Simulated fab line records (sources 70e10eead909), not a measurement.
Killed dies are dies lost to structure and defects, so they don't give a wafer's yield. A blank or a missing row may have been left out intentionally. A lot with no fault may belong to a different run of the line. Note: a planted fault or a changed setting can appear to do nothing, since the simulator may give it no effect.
fab line records	flow nandHarc
[record] lots = 24	wafers = 72	lastDay = 34
route steps=1302 shown A_STAIRCASE@848 A_SLIT@923 A_WL_FILL@959
lots with no fault: from the same line, run without faults
startH: the number of hours between the record's first day and the start of the first shown wafer of the lot	waitH: hours elapsed since this lot's preceding step	" the same as in the row above	L1.1+2: a row that stands for several wafers	- either no value or no given start	* or withheld: withheld	< > ~ a bound
route shown NAME@n: a module of which the file shows steps, and the number in the route of the first	usual: mean/standard deviation taken from wafers without a fault	same: alike in all rows	chamber/n: place in a boat	sites: the reading at each site	_std_site: the values' standard deviation	_edge_site: inner sites' mean taken away from outer sites' mean	radiusMm: how far each site lies from the wafer's centre	mask NAME#n: copy n	behind: the tool/chamber that last shaped the wafer	hold: cause of the lot's hold/its duration in hours/its outcome	device: names the non-switching transistor (n, p or np)	end of line: the tests these same wafers got at the end of their route	step lacking rows: just its recipe	killed: at the first sort, the dies lost to defects and structure; wafer yield is something else	map: a wafer's dies, marking killed ones x, the rest . and places with no die _
set.NAME: the setting as run; set.NAME@STEP: as run at that earlier step	model.NAME: the simulator's own value behind a step, which no gauge read
one table for each step of the route and one row for each wafer, over a sample of lots
services: the hour from which a tool's chamber was out of use, counted from the record's first day as startH (under 0 if before that day), plus the number of hours and why
[[steps]]
[step NHARC_A_STAIRCASE_ALD_420]
[recipe] targetThkA = 200	pulseTimeS = 6	aldCycles = 200	tempC = 300	material = SiO2
[usual] heaterPowerW = 459/38	precursorPulseHeightRel = 0.999/0.018
[same] pulseTimeS = 6
lot.wafer	tool	chamber	startH	waitH	heaterPowerW	precursorPulseHeightRel
L074.2	aldHk-04	1	407.10	-	402	0.984
L074.3	"	2	"	"	469	0.996
L074.6	"	3	"	"	465	0.987
L076.3	aldHk-02	2	417.15	-	508	1.028
L076.2	"	3	"	"	437	1.009
L076.4	"	1	"	"	504	0.991
L075.3	aldHk-04	3	417.31	-	471	1.024
L075.6	"	1	"	"	397	1.002
L075.5	"	2	"	"	465	0.978
L077.4	aldHk-01	3	418.09	-	455	1.010
L077.5	"	2	"	"	421	0.986
L077.6	"	3	"	"	469	1.025
L078.3	aldHk-02	0	428.88	-	403	1.016
L078.2	"	1	"	"	487	1.004
L078.1	"	2	"	"	496	1.002
L079.1	aldHk-02	3	436.28	-	451	0.981
L079.3	"	0	"	"	407	1.012
L079.4	"	1	"	"	504	1.036
L080.2	aldHk-02	2	449.67	-	500	1.013
L080.4	"	3	"	"	455	0.977
L080.6	"	1	"	"	493	1.032
L081.3	aldHk-04	3	456.81	-	466	1.008
L081.2	"	1	"	"	406	0.966
L081.5	"	3	"	"	482	1.005
L082.1	aldHk-04	1	466.91	-	405	0.981
L082.2	"	0	"	"	485	1.017
L082.5	"	1	"	"	407	0.988
L083.2	aldHk-04	0	473.44	-	496	0.994
L083.4	"	1	"	"	398	0.977
L083.5	"	3	"	"	449	1.008
L084.4	aldHk-01	2	500.22	-	405	0.991
L084.2	"	1	"	"	446	1.025
L084.6	"	3	"	"	487	1.008
L085.2	aldHk-01	1	502.10	-	434	0.973
L085.3	"	3	"	"	494	1.009
L085.4	"	0	"	"	519	0.962
L086.4	aldHk-02	1	508.76	-	497	0.993
L086.3	"	2	"	"	495	1.010
L086.6	"	3	"	"	452	0.992
L087.4	aldHk-04	2	516.04	-	454	0.985
L087.3	"	0	"	"	502	1.021
L087.6	"	2	"	"	437	1.006
L088.3	aldHk-04	2	533.19	-	462	0.994
L088.4	"	1	"	"	427	0.972
L088.6	"	2	"	"	448	1.009
L089.2	aldHk-01	1	541.84	-	451	0.994
L089.1	"	3	"	"	498	0.971
L089.6	"	1	"	"	434	1.021
L090.3	aldHk-04	1	551.08	-	402	0.988
L090.2	"	3	"	"	458	1.026
L090.5	"	1	"	"	397	0.976
L091.3	aldHk-04	3	557.19	-	465	0.974
L091.4	"	0	"	"	492	1.036
L091.6	"	2	"	"	455	1.017
L093.4	aldHk-04	1	580.35	-	405	1.003
L093.6	"	1	"	"	398	1.035
L093.5	"	2	"	"	459	0.997
L092.4	aldHk-02	2	586.51	-	541	1.023
L092.5	"	3	"	"	444	0.974
L092.6	"	0	"	"	413	1.034
L095.2	aldHk-01	0	628.61	-	526	0.980
L095.6	"	3	"	"	494	0.996
L095.5	"	0	"	"	538	0.978
L097.1	aldHk-01	1	629.40	-	448	0.985
L097.2	"	2	"	"	412	0.996
L097.5	"	1	"	"	446	0.994
L094.2	aldHk-01	1	630.36	2.0	446	0.986
L094.1	"	2	"	"	406	0.982
L094.4	"	0	"	"	527	0.988
L096.3	aldHk-01	1	631.48	-	443	1.014
L096.2	"	2	"	"	414	1.006
L096.5	"	0	"	"	516	1.030
[step NHARC_A_STAIRCASE_DEP_151]
[recipe] targetThkA = 72000	tempC = 400	targetThkNm = 7200	teosFlowSccm = 200	rfW = 500	material = SiO2
[usual] heaterPowerW = 680/66
lot.wafer	tool	chamber	startH	waitH	heaterPowerW
L074.2	pecvd-01	0	418.78	0.5	793
L074.3	"	1	"	"	790
L074.6	"	2	"	"	653
L076.3	pecvd-02	0	425.11	0.4	758
L076.2	"	1	"	"	700
L076.4	"	0	"	"	619
L075.3	pecvd-03	0	425.21	0.5	617
L075.5	"	2	"	"	637
L075.6	"	0	"	"	605
L077.5	pecvd-01	2	425.42	0.7	665
L077.6	"	0	"	"	641
L077.4	"	1	"	"	617
L078.2	pecvd-03	0	436.87	0.4	646
L078.1	"	1	"	"	721
L078.3	"	2	"	"	772
L079.3	pecvd-01	2	444.40	0.5	749
L079.1	"	0	"	"	817
L079.4	"	0	"	"	660
L080.2	pecvd-01	0	457.84	0.6	712
L080.4	"	2	"	"	670
L080.6	"	1	"	"	628
L081.3	pecvd-03	2	465.68	0.5	735
L081.2	"	0	"	"	714
L081.5	"	2	"	"	640
L082.1	pecvd-01	2	475.14	0.4	717
L082.2	"	1	"	"	770
L082.5	"	1	"	"	640
L083.2	pecvd-03	0	481.40	0.4	713
L083.4	"	0	"	"	625
L083.5	"	2	"	"	649
L084.2	pecvd-01	0	509.25	0.4	779
L084.6	"	0	"	"	647
L084.4	"	1	"	"	672
L085.3	pecvd-02	0	509.25	0.4	741
L085.2	"	2	"	"	680
L085.4	"	2	"	"	629
L086.3	pecvd-03	2	517.44	0.6	677
L086.4	"	0	"	"	612
L086.6	"	1	"	"	579
L087.3	pecvd-03	2	524.41	0.6	682
L087.4	"	1	"	"	577
L087.6	"	2	"	"	623
L088.3	pecvd-01	0	541.35	0.4	788
L088.6	"	1	"	"	677
L088.4	"	2	"	"	642
L089.1	pecvd-02	0	550.11	0.5	732
L089.2	"	1	"	"	722
L089.6	"	0	"	"	630
L090.3	pecvd-01	2	559.34	0.5	734
L090.2	"	0	"	"	757
L090.5	"	0	"	"	636
L091.3	pecvd-03	0	565.13	0.4	719
L091.6	"	0	"	"	593
L091.4	"	2	"	"	685
L093.4	pecvd-03	0	588.78	0.7	571
L093.5	"	1	"	"	659
L093.6	"	2	"	"	676
L092.4	pecvd-01	0	594.47	0.7	640
L092.5	"	1	"	"	688
L092.6	"	2	"	"	628
L097.1	pecvd-02	0	636.59	0.4	742
L097.2	"	1	"	"	652
L097.5	"	0	"	"	605
L096.3	pecvd-01	0	636.69	0.5	778
L096.2	"	1	"	"	816
L096.5	"	0	"	"	645
L095.2	pecvd-03	1	636.79	0.6	767
L095.5	"	0	"	"	593
L095.6	"	1	"	"	644
L094.1	pecvd-02	0	637.16	0.9	700
L094.2	"	1	"	"	678
L094.4	"	2	"	"	590
[step NHARC_A_STAIRCASE_ETCHBACK_422]
[recipe] targetDepthA = 400	overEtchFrac = 0.3	timeS = 74.286	ionEnergyEv = 120	ch3fFlowSccm = 50	o2FlowSccm = 30	arFlowSccm = 200	rfW = 500	biasW = 100	chemistry = CH3F/O2
[usual] drypumpMotorCurrentA = 5.8/0.43	oesProductAu = 0.95/0.034	rfVppV = 244.5/1.9	showerheadPlenumPTorr = 2.48/0.12	throttleValvePct = 20.662/0.0087
lot.wafer	tool	chamber	startH	waitH	drypumpMotorCurrentA	oesProductAu	rfHoursCounterH	rfVppV	showerheadPlenumPTorr	throttleValvePct
L074.2	rieDiel-13	2	450.59	0.1	6.2	0.93	32	245.5	2.52	20.660
L074.3	"	0	"	"	5.5	0.93	38	247.6	2.64	20.649
L074.6	"	1	"	"	5.6	0.93	-	243.7	2.37	20.678
L076.2	rieDiel-06	0	456.33	0.1	6.5	0.92	48	243.9	2.53	20.648
L076.3	"	2	"	"	5.3	0.93	52	243.2	2.35	20.668
L076.4	"	3	"	"	5.4	0.95	51	243.4	2.36	20.662
L075.3	rieDiel-06	2	456.64	0.1	5.3	0.92	52	243.7	2.35	20.680
L075.6	"	0	"	"	6.5	0.92	-	245.8	2.53	20.654
L075.5	"	1	"	"	5.9	0.94	-	241.3	2.29	20.646
L077.4	rieDiel-13	1	456.68	0.2	5.6	0.92	37	242.2	2.37	20.664
L077.5	"	3	"	"	6.3	0.93	-	245.5	2.54	20.655
L077.6	"	0	"	"	5.4	0.93	-	247.0	2.64	20.668
L078.2	rieDiel-13	2	472.30	0.1	6.2	0.98	42	244.8	2.52	20.661
L078.1	"	3	"	"	6.3	0.99	41	244.2	2.53	20.673
L078.3	"	1	"	"	5.7	0.99	42	243.0	2.37	20.680
L079.3	rieDiel-06	0	472.48	0.2	6.5	0.92	53	245.6	2.52	20.664
L079.1	"	1	"	"	5.9	0.92	56	242.5	2.29	20.659
L079.4	"	2	"	"	5.3	0.93	58	241.9	2.34	20.651
L080.2	rieDiel-01	3	494.83	0.1	6.5	0.93	31	243.3	2.36	20.658
L080.4	"	1	"	"	5.6	0.93	34	242.2	2.29	20.665
L080.6	"	3	"	"	6.5	0.92	-	243.0	2.36	20.672
L081.3	rieDiel-06	3	503.95	0.1	5.4	1.01	1	244.1	2.35	20.657
L081.2	"	0	"	"	6.5	1.01	2	244.9	2.52	20.662
L081.5	"	2	"	"	5.3	1.00	-	241.7	2.34	20.658
L082.1	rieDiel-13	2	514.00	0.2	6.2	0.91	61	245.8	2.51	20.670
L082.2	"	0	"	"	5.4	0.93	65	246.9	2.63	20.683
L082.5	"	1	"	"	5.6	0.92	-	244.0	2.36	20.672
L083.2	rieDiel-13	2	514.58	0.2	6.2	1.00	61	245.3	2.51	20.668
L083.4	"	3	"	"	6.2	1.00	58	245.2	2.53	20.651
L083.5	"	1	"	"	5.6	1.00	-	243.0	2.36	20.683
L084.2	rieDiel-01	0	543.94	0.2	5.3	0.92	48	248.3	2.62	20.667
L084.4	"	3	"	"	6.6	0.93	44	243.0	2.35	20.670
L084.6	"	0	"	"	5.4	0.92	-	245.8	2.62	20.660
L086.4	rieDiel-06	2	547.34	0.1	5.3	0.92	23	241.8	2.33	20.657
L086.3	"	3	"	"	5.4	0.92	16	244.0	2.35	20.654
L086.6	"	1	"	"	5.9	0.91	-	246.9	2.65	20.667
L085.4	rieDiel-13	1	547.67	0.2	5.6	1.02	10	242.7	2.36	20.658
L085.3	"	2	"	"	6.3	1.00	11	244.7	2.51	20.661
L085.2	"	3	"	"	6.2	1.00	1	244.5	2.53	20.670
L087.4	rieDiel-01	1	553.24	0.2	5.6	1.00	50	241.2	2.28	20.660
L087.3	"	2	"	"	5.8	1.00	48	245.8	2.58	20.663
L087.6	"	1	"	"	5.6	1.01	-	242.4	2.28	20.675
L088.4	rieDiel-06	3	572.29	0.1	5.4	0.94	24	241.1	2.34	20.653
L088.3	"	0	"	"	6.5	0.93	26	244.6	2.51	20.661
L088.6	"	3	"	"	5.4	0.93	-	242.0	2.34	20.667
L089.1	rieDiel-06	1	582.67	0.2	6.0	0.92	31	248.0	2.65	20.656
L089.2	"	2	"	"	5.3	0.92	31	242.6	2.33	20.664
L089.6	"	0	"	"	6.5	0.92	-	244.7	2.51	20.664
L090.2	rieDiel-13	3	592.76	0.1	6.3	1.01	14	245.8	2.52	20.658
L090.3	"	0	"	"	5.4	1.02	23	246.9	2.62	20.668
L090.5	"	3	"	"	6.2	1.01	-	245.9	2.52	20.671
L091.4	rieDiel-06	3	592.92	0.2	5.4	0.94	29	241.9	2.34	20.655
L091.3	"	0	"	"	6.5	0.94	30	247.1	2.51	20.676
L091.6	"	3	"	"	5.3	0.93	-	243.5	2.34	20.659
L093.4	rieDiel-01	1	619.99	0.2	5.6	0.93	15	247.6	2.65	20.678
L093.5	"	3	"	"	6.5	0.92	-	243.6	2.34	20.676
L093.6	"	0	"	"	5.4	0.92	-	246.2	2.61	20.662
L092.4	rieDiel-13	2	625.61	0.1	6.3	0.97	30	245.9	2.50	20.665
L092.6	"	2	"	"	6.2	0.97	-	244.9	2.50	20.665
L092.5	"	3	"	"	6.3	0.99	-	245.8	2.52	20.673
L095.2	rieDiel-13	1	666.30	0.4	5.6	0.97	44	241.9	2.34	20.654
L095.5	"	2	"	"	6.2	0.97	-	245.3	2.49	20.670
L095.6	"	3	"	"	6.2	0.98	-	245.9	2.51	20.673
L097.2	rieDiel-13	3	666.34	0.3	6.3	0.93	36	242.9	2.51	20.654
L097.1	"	0	"	"	5.4	0.93	44	247.4	2.61	20.653
L097.5	"	3	"	"	6.3	0.91	-	245.7	2.51	20.658
L094.2	rieDiel-13	1	666.92	0.4	5.6	0.92	44	242.4	2.34	20.671
L094.1	"	2	"	"	6.2	0.91	46	243.6	2.49	20.690
L094.4	"	3	"	"	6.3	0.92	37	243.9	2.51	20.657
L096.2	rieDiel-01	0	669.58	0.7	5.3	0.92	31	245.4	2.60	20.663
L096.3	"	2	"	"	5.8	0.92	29	246.7	2.56	20.660
L096.5	"	1	"	"	5.6	0.92	-	246.1	2.65	20.659
[step NHARC_A_SLIT_DEP_00]
[recipe] targetThkA = 62000	tempC = 400	material = aC
[usual] throttleValvePct = 35.001/0.0088
lot.wafer	tool	chamber	startH	waitH	throttleValvePct
L074.2	aclDep-03	0	463.53	-	34.999
L074.3	"	0	"	"	34.999
L074.6	"	0	466.03	-	34.999
L076.2	aclDep-02	0	468.84	-	34.983
L076.3	"	0	"	"	34.992
L076.4	"	0	"	"	35.021
L075.3	aclDep-01	0	469.11	-	34.995
L075.5	"	0	470.34	-	34.996
L075.6	"	0	"	"	34.991
L077.4	aclDep-03	0	471.78	-	35.005
L077.5	"	0	"	"	35.004
L077.6	"	0	"	"	35.016
L078.1	aclDep-01	0	481.82	-	34.999
L078.2	"	0	"	"	35.002
L078.3	"	0	"	"	35.019
L079.1	aclDep-02	0	483.59	1.9	35.000
L079.3	"	0	484.86	3.2	35.008
L079.4	"	0	"	"	35.012
L080.2	aclDep-01	0	509.84	-	35.014
L080.4	"	0	511.11	-	34.993
L080.6	"	0	512.39	-	34.998
L081.2	aclDep-01	0	513.65	-	35.007
L081.3	"	0	"	"	35.012
L081.5	"	0	515.52	-	35.002
L083.2	aclDep-02	0	523.60	-	35.002
L083.4	"	0	524.85	-	34.990
L083.5	"	0	"	"	34.999
L082.1	aclDep-01	0	523.92	-	34.996
L082.2	"	0	"	"	34.995
L082.5	"	0	526.42	-	35.001
L084.2	aclDep-03	0	554.28	-	34.986
L084.4	"	0	555.54	-	35.008
L084.6	"	0	556.80	-	35.009
L086.3	aclDep-02	0	560.05	-	35.019
L086.4	"	0	"	"	34.996
L086.6	"	0	561.97	-	35.006
L085.2	aclDep-03	0	561.30	-	35.005
L085.3	"	0	"	"	35.006
L085.4	"	0	"	"	35.000
L087.3	aclDep-03	0	580.72	-	34.991
L087.4	"	0	"	"	35.001
L087.6	"	0	582.60	-	35.005
L088.3	aclDep-02	0	585.57	-	35.005
L088.4	"	0	"	"	35.005
L088.6	"	0	587.46	-	34.997
L089.1	aclDep-03	0	594.13	-	34.990
L089.2	"	0	"	"	35.014
L089.6	"	0	597.29	-	35.006
L090.2	aclDep-03	0	603.47	-	35.003
L090.3	"	0	"	"	34.986
L090.5	"	0	605.37	-	35.003
L091.3	aclDep-01	0	604.48	-	34.992
L091.4	"	0	"	"	34.994
L091.6	"	0	606.34	-	35.004
L093.4	aclDep-01	0	631.20	-	34.994
L093.5	"	0	"	"	34.985
L093.6	"	0	"	"	35.014
L092.4	aclDep-03	0	637.29	-	34.990
L092.5	"	0	"	"	34.987
L092.6	"	0	"	"	35.004
L097.1	aclDep-02	0	680.38	-	34.995
L097.2	"	0	"	"	35.002
L097.5	"	0	682.88	-	34.996
L094.1	aclDep-03	0	682.23	-	34.994
L094.2	"	0	"	"	35.006
L094.4	"	0	684.11	-	34.990
L095.2	aclDep-01	0	682.78	-	34.996
L095.5	"	0	684.63	-	35.006
L095.6	"	0	"	"	34.985
L096.2	aclDep-02	0	686.58	-	34.991
L096.3	"	0	"	"	34.998
L096.5	"	0	688.46	-	35.010
[step NHARC_A_SLIT_ETCH_17]
[recipe] biasV = 900	sourceW = withheld	pressureMtorr = 20	arFlowSccm = 375	c4f8FlowSccm = 83.3	o2FlowSccm = 41.7	timeS = 4254.5	targetDepthA = 2.03e+05	chemistry = C4F8/O2/Ar
[usual] drypumpMotorCurrentA = 5.7/0.65	showerheadPlenumPTorr = 3.71/0.19	throttleValvePct = 32.045/0.0082
lot.wafer	tool	chamber	startH	waitH	drypumpMotorCurrentA	rfHoursCounterH	showerheadPlenumPTorr	throttleValvePct
L074.2	harEtch-02	0	472.24	-	4.8	39	3.92	32.053
L074.3	"	1	474.07	-	6.5	-	3.92	32.053
L074.6	"	0	"	"	4.8	-	3.92	32.048
L075.3	harEtch-01	0	478.10	-	5.3	-	3.63	32.056
L075.5	"	0	479.32	-	5.3	-	3.63	32.056
L075.6	"	1	"	"	6.0	-	3.49	32.036
L076.2	harEtch-02	0	480.86	-	4.8	47	3.91	32.051
L076.3	"	1	"	"	6.5	-	3.91	32.048
L076.4	"	0	"	"	4.8	-	3.91	32.024
L077.4	harEtch-01	1	481.94	-	6.0	-	3.48	32.055
L077.5	"	1	483.17	-	6.0	-	3.48	32.051
L077.6	"	0	"	"	5.3	-	3.63	32.037
L078.1	harEtch-02	1	492.44	-	6.5	58	3.91	32.046
L078.2	"	0	"	"	4.8	58	3.91	32.047
L078.3	"	0	494.24	-	4.8	-	3.91	32.050
L079.1	harEtch-01	0	492.91	-	5.3	282	3.62	32.049
L079.3	"	0	494.15	-	5.3	-	3.62	32.048
L079.4	"	1	"	"	6.0	-	3.48	32.051
L080.2	harEtch-02	0	515.79	-	4.8	70	3.90	32.037
L080.4	"	0	517.01	-	4.8	-	3.90	32.055
L080.6	"	1	"	"	6.5	-	3.90	32.050
L081.2	harEtch-01	1	518.92	-	6.0	294	3.47	32.043
L081.3	"	1	520.11	-	6.0	-	3.47	32.046
L081.5	"	1	521.30	-	6.0	-	3.47	32.030
L083.2	harEtch-01	1	528.88	-	6.0	301	3.47	32.032
L083.4	"	0	530.68	-	5.3	-	3.61	32.035
L083.5	"	1	"	"	6.0	-	3.47	32.048
L082.2	harEtch-02	1	532.62	-	6.5	81	3.89	32.056
L082.1	"	0	"	"	4.8	81	3.89	32.042
L082.5	"	1	535.07	-	6.5	-	3.89	32.039
L084.2	harEtch-01	0	560.06	-	5.3	313	3.61	32.059
L084.4	"	1	"	"	6.0	-	3.46	32.044
L084.6	"	1	561.90	-	6.0	-	3.46	32.041
L085.2	harEtch-01	0	576.93	-	5.3	316	3.60	32.042
L085.3	"	0	578.15	-	5.3	-	3.60	32.040
L085.4	"	1	"	"	6.0	-	3.46	32.053
L086.3	harEtch-02	1	578.06	-	6.5	-	3.89	32.055
L086.4	"	0	"	"	4.8	-	3.89	32.055
L086.6	"	1	"	"	6.5	-	3.89	32.035
L087.4	harEtch-02	1	594.34	-	6.5	-	3.88	32.036
L087.3	"	0	"	"	4.8	-	3.88	32.058
L087.6	"	1	"	"	6.5	-	3.88	32.032
L088.4	harEtch-01	0	594.43	-	5.3	-	3.60	32.053
L088.3	"	1	"	"	6.0	-	3.45	32.045
L088.6	"	0	"	"	5.3	-	3.60	32.041
L089.2	harEtch-02	0	605.24	-	4.8	119	3.87	32.062
L089.1	"	1	"	"	6.5	119	3.87	32.040
L089.6	"	1	608.29	-	6.5	-	3.87	32.044
L090.2	harEtch-02	0	609.08	-	4.8	123	3.87	32.046
L090.3	"	1	610.90	-	6.5	-	3.87	32.040
L090.5	"	1	612.11	-	6.5	-	3.87	32.043
L091.4	harEtch-01	1	610.72	-	6.0	-	3.44	32.042
L091.3	"	0	"	"	5.3	-	3.59	32.058
L091.6	"	0	612.54	-	5.3	-	3.59	32.060
L093.4	harEtch-02	1	639.68	-	6.5	-	3.86	32.041
L093.5	"	0	"	"	4.8	-	3.86	32.032
L093.6	"	1	"	"	6.5	-	3.86	32.051
L092.4	harEtch-01	1	647.31	-	6.0	-	3.43	32.063
L092.5	"	1	648.53	-	6.0	-	3.44	32.036
L092.6	"	0	"	"	5.3	-	3.58	32.050
L097.1	harEtch-02	0	688.44	-	4.8	161	3.85	32.038
L097.2	"	1	"	"	6.5	161	3.85	32.060
L097.5	"	1	691.50	-	6.5	-	3.85	32.038
L095.2	harEtch-01	1	690.84	-	6.0	382	3.43	32.049
L095.6	"	1	693.25	-	6.0	-	3.43	32.043
L095.5	"	0	"	"	5.3	-	3.57	32.039
L094.2	harEtch-02	0	692.30	-	4.8	165	3.85	32.049
L094.1	"	1	"	"	6.5	165	3.85	32.042
L094.4	"	1	694.13	-	6.5	-	3.85	32.039
L096.2	harEtch-01	0	694.64	-	5.3	385	3.57	32.049
L096.3	"	1	696.46	-	6.0	-	3.43	32.056
L096.5	"	1	697.67	-	6.0	-	3.43	32.053
[step NHARC_A_WL_FILL_STRIP_27]
[recipe] powerW = 1500	tempC = 250	timeS = 20	chemistry = N2/H2
[usual] drypumpMotorCurrentA = 5.8/0.33	heaterPowerW = 342/44
lot.wafer	tool	chamber	startH	waitH	drypumpMotorCurrentA	heaterPowerW	rfHoursCounterH
L074.2	plasmaAsher-01	0	485.63	0.1	5.4	303	26
L074.3	"	1	"	"	5.8	326	-
L074.6	"	0	"	"	5.4	297	-
L075.3	plasmaAsher-02	0	490.55	0.2	6.3	408	-
L075.6	"	0	"	"	6.3	404	-
L075.5	"	1	"	"	5.9	349	-
L076.2	plasmaAsher-02	0	493.77	0.1	6.3	422	13
L076.3	"	1	"	"	5.9	345	-
L076.4	"	0	"	"	6.3	416	-
L077.4	plasmaAsher-01	0	493.91	0.1	5.4	302	-
L077.5	"	0	"	"	5.4	296	-
L077.6	"	1	"	"	5.8	328	-
L078.2	plasmaAsher-02	0	505.87	0.1	6.3	415	15
L078.1	"	1	"	"	5.9	355	15
L078.3	"	1	"	"	5.9	347	-
L079.1	plasmaAsher-01	0	506.12	0.1	5.4	304	30
L079.3	"	1	"	"	5.7	332	-
L079.4	"	0	"	"	5.4	301	-
L080.2	plasmaAsher-01	1	528.71	0.1	5.8	314	0
L080.4	"	1	"	"	5.8	308	-
L080.6	"	1	"	"	5.8	317	-
L081.2	plasmaAsher-01	1	532.40	0.1	5.8	307	0
L081.3	"	1	"	"	5.8	312	-
L081.5	"	1	"	"	5.8	317	-
L083.2	plasmaAsher-02	1	542.28	0.1	5.9	358	23
L083.4	"	1	"	"	5.9	355	-
L083.5	"	0	"	"	6.3	407	-
L082.2	plasmaAsher-01	1	546.28	0.3	5.8	313	2
L082.1	"	0	"	"	5.4	277	2
L082.5	"	1	"	"	5.7	307	-
L084.2	plasmaAsher-01	0	577.49	0.1	5.4	288	7
L084.4	"	0	"	"	5.4	289	-
L084.6	"	0	"	"	5.4	300	-
L086.4	plasmaAsher-01	0	590.28	0.1	5.4	297	-
L086.3	"	1	"	"	5.8	311	-
L086.6	"	1	"	"	5.8	317	-
L085.2	plasmaAsher-01	1	590.39	0.2	5.8	311	10
L085.4	"	0	"	"	5.4	297	-
L085.3	"	1	"	"	5.7	315	-
L087.3	plasmaAsher-02	1	629.72	0.1	5.9	363	-
L087.4	"	0	"	"	6.3	405	-
L087.6	"	1	"	"	5.9	366	-
L088.3	plasmaAsher-01	0	629.91	0.1	5.4	298	-
L088.4	"	1	"	"	5.8	308	-
L088.6	"	1	"	"	5.7	312	-
L089.2	plasmaAsher-02	1	629.98	0.1	5.9	370	3
L089.1	"	0	"	"	6.3	410	3
L089.6	"	0	"	"	6.3	403	-
L091.3	plasmaAsher-01	1	630.22	0.1	5.8	310	-
L091.4	"	0	"	"	5.4	288	-
L091.6	"	0	"	"	5.4	292	-
L090.2	plasmaAsher-02	0	630.29	0.1	6.3	411	3
L090.3	"	0	"	"	6.3	412	-
L090.5	"	0	"	"	6.3	392	-
L093.4	plasmaAsher-02	0	651.54	0.2	6.3	407	-
L093.5	"	1	"	"	5.9	374	-
L093.6	"	0	"	"	6.3	405	-
L092.4	plasmaAsher-01	0	659.70	0.3	5.3	293	-
L092.5	"	1	"	"	5.8	314	-
L092.6	"	0	"	"	5.4	291	-
L097.2	plasmaAsher-02	0	704.13	0.1	6.3	411	18
L097.1	"	1	"	"	5.9	355	18
L097.5	"	0	"	"	6.3	418	-
L095.2	plasmaAsher-02	0	704.30	0.1	6.3	421	18
L095.6	"	0	"	"	6.3	407	-
L095.5	"	1	"	"	5.9	364	-
L096.2	plasmaAsher-02	0	709.09	0.2	6.3	410	20
L096.3	"	0	"	"	6.3	409	-
L096.5	"	0	"	"	6.3	401	-
L094.2	plasmaAsher-01	0	709.20	0.1	5.4	284	2
L094.1	"	1	"	"	5.8	325	2
L094.4	"	1	"	"	5.8	331	-
[[services]]
tool	chamber	startH	hours	kind
rieDiel-13	1	384.78	2.4	repair
plasmaAsher-02	-	393.12	1.4	repair
rieDiel-06	-	419.89	0.2	repair
plasmaAsher-02	-	426.12	9.0	pm
aldHk-04	-	434.03	10.0	pm
pecvd-01	-	441.56	0.5	repair
aldHk-01	-	474.00	10.0	pm
aclDep-03	-	481.58	13.0	pm
rieDiel-06	-	484.56	9.0	pm
pecvd-03	2	484.57	12.3	repair
plasmaAsher-02	-	491.92	1.8	repair
pecvd-01	-	492.93	13.0	pm
rieDiel-06	3	493.93	7.9	repair
rieDiel-13	-	519.00	9.0	pm
plasmaAsher-01	-	519.30	9.0	pm
rieDiel-13	3	528.26	14.9	repair
pecvd-03	-	547.08	13.0	pm
aclDep-01	-	552.62	13.0	pm
plasmaAsher-02	-	603.13	9.0	pm
aldHk-04	-	612.03	10.0	pm
aclDep-03	-	665.47	13.0	pm
pecvd-01	-	673.93	13.0	pm
rieDiel-13	-	696.12	9.0	pm
plasmaAsher-01	-	696.30	9.0	pm
[[key]]
fault none
